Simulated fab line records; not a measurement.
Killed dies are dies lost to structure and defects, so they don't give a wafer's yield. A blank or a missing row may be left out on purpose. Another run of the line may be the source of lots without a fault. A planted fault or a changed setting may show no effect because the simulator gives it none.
Lot-split experiment ; flow n5_finfet ; 7 lots, 21 wafers read, on a route of 1938 steps

== THE SPLIT ITSELF ==
At N5_BEOL_M0_SAQP_EXPOSE_11 (exposes mask M0 CORE, target cd 42 nm), the setting dose_mj was moved away from the recipe's 55 on 10 of the 21 wafers read, by -6.8% to +5.4%. For the rest of the wafers, this setting stayed at what the recipe calls for.

== BETWEEN THE SPLIT AND THE READING: the file shows 1 step in between ==
- N5_BEOL_M0_SAQP_DEVELOP_13: develop time 30 s (also split here: develop_time_s)

== THE READING ==
Shown in nm: cd_nm at N5_BEOL_M0_SAQP_CD_MEAS_14, with target cd 42.5 nm. Typical for fault-free wafers on this fab line: 42.6 nm, with standard deviation 0.32 nm.

wafer;tool, chamber at the split;dose_mj as run;against the recipe;cd_nm, nm;against lot-mates on the recipe
L075.3;arfi_scanner-02, 0;51.28;-6.8%;45.1;+2.1
L075.4;arfi_scanner-02, 0;51.28;-6.8%;44.5;+1.5
L075.5;arfi_scanner-02, 0;55;recipe;43.0;-
L077.1;arfi_scanner-02, 0;55;recipe;42.5;-
L077.3;arfi_scanner-02, 0;55;recipe;42.7;-
L077.5;arfi_scanner-02, 0;55;recipe;42.6;-
L080.1;arfi_scanner-03, 0;55;recipe;42.4;-
L080.3;arfi_scanner-03, 0;55;recipe;42.5;-
L080.4;arfi_scanner-03, 0;55;recipe;42.5;-
L082.3;arfi_scanner-01, 0;51.54;-6.3%;44.4;no lot-mate on the recipe
L082.4;arfi_scanner-01, 0;51.54;-6.3%;44.0;no lot-mate on the recipe
L082.5;arfi_scanner-01, 0;51.54;-6.3%;44.5;no lot-mate on the recipe
L087.4;arfi_scanner-02, 0;53.03;-3.6%;43.3;+0.4
L087.5;arfi_scanner-02, 0;55;recipe;42.9;-
L087.6;arfi_scanner-02, 0;53.03;-3.6%;43.8;+0.9
L090.3;arfi_scanner-03, 0;55;recipe;42.8;-
L090.4;arfi_scanner-03, 0;55;recipe;42.6;-
L090.6;arfi_scanner-03, 0;55;recipe;42.4;-
L091.2;arfi_scanner-03, 0;57.95;+5.4%;40.7;no lot-mate on the recipe
L091.3;arfi_scanner-03, 0;57.95;+5.4%;40.6;no lot-mate on the recipe
L091.4;arfi_scanner-03, 0;57.95;+5.4%;40.8;no lot-mate on the recipe

FIT RESULTS
A straight line over all 21 wafers: cd_nm changes by -0.313 nm for each +1% of dose_mj; r = -0.98; the points scatter about the line by 0.25 nm.
The same after taking each lot's own level away (the mean of its wafers on the recipe; 15 wafers): -0.251 nm for each +1%; r = -0.95; scatter 0.21 nm.
Per that fit: largest dose_mj move, reading shift of 1.7 nm.
The span of the lots' own levels, 42.47 to 43.00 nm, comes to 1.7 times the standard deviation stated above.
So the slope is not independent of the lot-to-lot level: the two fits are not the same.
Check: for one of the wafers moved furthest among these (-6.8%), held out of the fit, the line's prediction against its lot-mates is +1.4 nm. Against them it came out at +2.1 nm.

== ADDITIONAL SPLITS CARRIED BY THESE WAFERS ==
Before the reading, these wafers also passed through other splits. Each is held against what the fit with the lots' levels taken away leaves over:
other split on the same wafers;wafers away from the commonest value;r with cd_nm (lot level and that fit taken away)
N5_MOL_CONTACT_COAG_EXPOSE_05 dose_mj;7;-0.48
N5_MOL_CONTACT_COAG_ALD_123 ald_cycles;7;+0.13
N5_BEOL_M0_SAQP_DEVELOP_13 develop_time_s;6;-0.33

== THE FILE'S OWN FIT ==
cd_nm changes by -0.249 nm for each +1% of dose_mj, r = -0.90.
